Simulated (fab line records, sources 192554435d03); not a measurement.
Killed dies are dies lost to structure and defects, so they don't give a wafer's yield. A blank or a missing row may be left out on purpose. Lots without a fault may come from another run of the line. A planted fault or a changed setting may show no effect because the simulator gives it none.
Split-lot experiment | flow n5_finfet | 7 lots, 21 wafers read, on a route of 1938 steps

THE SPLIT
At N5_BEOL_M0_SAQP_COAT_105 (time 60 s, resist thk 100 nm), the setting spin_rpm was moved away from the recipe's 1500 rpm on 8 of the 21 wafers read, by -10.6% to +10.3%. The other wafers ran this setting at the recipe's value.

FROM THE SPLIT TO THE READING: what the file shows between them, 1 step
- N5_BEOL_M0_SAQP_ETCH_106: etches SOC in N2/H2, stops on SiNx, target depth 150 nm

THE READING
SOC_of_BEOL_M0_SAQP_COAT_105.thk_nm (the simulator's own value, which no gauge read), in nm, at N5_BEOL_M0_SAQP_ETCH_107 (etches SiNx in CH3F/O2, target depth 30 nm). The file gives no usual value for it. The 13 wafers here that ran the recipe average 14.2 nm, standard deviation 2.4 nm.

wafer  | tool, chamber at the split | spin_rpm as run, rpm | against the recipe | SOC_of_BEOL_M0_SAQP_COAT_105.thk_nm, nm | against lot-mates on the recipe
L077.4 | litho_track-05, 0          | 1567                 | +4.5%              | 10.6                                    | -7.0
L077.5 | litho_track-05, 0          | 1567                 | +4.5%              | 10.8                                    | -6.8
L077.6 | litho_track-05, 0          | 1500                 | recipe             | 17.6                                    | -
L082.2 | litho_track-05, 0          | 1500                 | recipe             | 14.2                                    | -
L082.5 | litho_track-05, 0          | 1500                 | recipe             | 13.8                                    | -
L082.6 | litho_track-05, 0          | 1500                 | recipe             | 12.2                                    | -
L085.3 | litho_track-02, 0          | 1500                 | recipe             | 14.4                                    | -
L085.4 | litho_track-02, 0          | 1500                 | recipe             | 18.8                                    | -
L085.5 | litho_track-02, 0          | 1500                 | recipe             | 18.4                                    | -
L087.3 | litho_track-04, 0          | 1500                 | recipe             | 12.6                                    | -
L087.4 | litho_track-04, 0          | 1500                 | recipe             | 12                                      | -
L087.6 | litho_track-04, 0          | 1500                 | recipe             | 14                                      | -
L091.1 | litho_track-04, 0          | 1543                 | +2.9%              | 12.8                                    | no lot-mate on the recipe
L091.2 | litho_track-04, 0          | 1543                 | +2.9%              | 11.2                                    | no lot-mate on the recipe
L091.3 | litho_track-04, 0          | 1543                 | +2.9%              | 11.2                                    | no lot-mate on the recipe
L092.1 | litho_track-02, 0          | 1500                 | recipe             | 12                                      | -
L092.3 | litho_track-02, 0          | 1341                 | -10.6%             | 20                                      | +8.2
L092.5 | litho_track-02, 0          | 1500                 | recipe             | 11.6                                    | -
L095.1 | litho_track-04, 0          | 1500                 | recipe             | 12.4                                    | -
L095.2 | litho_track-04, 0          | 1655                 | +10.3%             | 6.2                                     | -6.2
L095.5 | litho_track-04, 0          | 1655                 | +10.3%             | 6.2                                     | -6.2

THE FIT
A straight line over all 21 wafers: SOC_of_BEOL_M0_SAQP_COAT_105.thk_nm changes by -0.695 nm for each +1% of spin_rpm; r = -0.82; the points scatter about the line by 2.1 nm.
The same after taking each lot's own level away (the mean of its wafers on the recipe; 18 wafers): -0.745 nm for each +1%; r = -0.90; scatter 1.7 nm.
On that fit, the largest move of spin_rpm shifts the reading by 7.9 nm.
The lots' own levels span 11.80 to 17.60 nm, that is 2.4 times the standard deviation above.
So the lot-to-lot level changes the slope little: the two slopes agree.
Check: with one of the wafers moved furthest among these (-10.6%) left out of the fit, the line predicts +7.27 nm for it against its lot-mates. It came out at +8.2 nm against them.

THE WHOLE CHAIN: every reading that the file lists as answering this split, in the file's order
step                     | what it does                                            | reading                                                                              | change (the file's fit)               | r (the file's)
N5_BEOL_M0_SAQP_COAT_105 | time 60 s, resist thk 100 nm                            | SOC_of_BEOL_M0_SAQP_COAT_105.thk_nm (the simulator's own value, which no gauge read) | -0.484 nm for each +1% of the setting | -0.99
N5_BEOL_M0_SAQP_ETCH_106 | etches SOC in N2/H2, stops on SiNx, target depth 150 nm | SOC_of_BEOL_M0_SAQP_COAT_105.thk_nm (the simulator's own value, which no gauge read) | -0.744 nm for each +1% of the setting | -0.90
N5_BEOL_M0_SAQP_ETCH_107 | etches SiNx in CH3F/O2, target depth 30 nm              | SOC_of_BEOL_M0_SAQP_COAT_105.thk_nm (the simulator's own value, which no gauge read) | -0.76 nm for each +1% of the setting  | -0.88

THE FILE'S OWN FIT
SOC_of_BEOL_M0_SAQP_COAT_105.thk_nm changes by -0.76 nm for each +1% of spin_rpm, r = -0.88.
